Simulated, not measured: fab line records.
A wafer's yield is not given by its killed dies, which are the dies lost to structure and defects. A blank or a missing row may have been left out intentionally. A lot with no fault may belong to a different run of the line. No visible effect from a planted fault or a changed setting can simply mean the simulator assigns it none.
Chamber matching -- flow nand_harc -- NHARC_A_CONTACT_DEP_85 on pecvd-03: 3 sister chambers
The step deposits SiON, target thk 50 nm. 14 wafers are shown with their chamber, then 7 later ones without.

== WAFERS PAIRED WITH THEIR CHAMBERS ==
wafer,chamber,heater_power_w (W)
L290.1,0,825
L290.2,2,829
L290.6,1,665
L289.1,1,594
L289.3,0,807
L289.4,1,602
L292.2,1,672
L292.5,2,841
L292.6,0,826
L288.4,1,734
L288.5,0,839
L288.6,2,772
L307.1,1,638
L307.3,2,714

SIGNATURES, as means of the wafers listed above
reading,chamber 0,chamber 1,chamber 2,scatter within a chamber
heater_power_w,824.25,650.83,789.00,46.8
Rule: a wafer lies at a distance from a chamber equal to the root of the sum of squares, over the readings, of (its reading less the chamber's mean, divided by the reading's scatter). If the next closest chamber is less than 2 further off than the closest, the wafer can't be placed; otherwise it belongs to the closest. The scatter: take each reading less its chamber's mean, square it, sum over the shown wafers, divide by the number of wafers less the number of chambers, and take the root.

== WAFERS WITH NO CHAMBER GIVEN ==
wafer,heater_power_w (W)
L307.4,738
L308.1,774
L308.3,656
L308.4,749
L309.2,761
L309.4,834
L309.6,625

== EACH ONE'S CHAMBER ==
wafer,from the rows above,in truth
L307.4,can't be placed: 2 or 0 or 1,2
L308.1,can't be placed: 2 or 0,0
L308.3,1,1
L308.4,can't be placed: 2 or 0 or 1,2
L309.2,can't be placed: 2 or 0 or 1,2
L309.4,can't be placed: 0 or 2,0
L309.6,1,1
Correctly placed: 2 of 7. Unplaceable from these rows: 5, with the true chamber sitting among the candidates in 5. 0 placed wrongly.
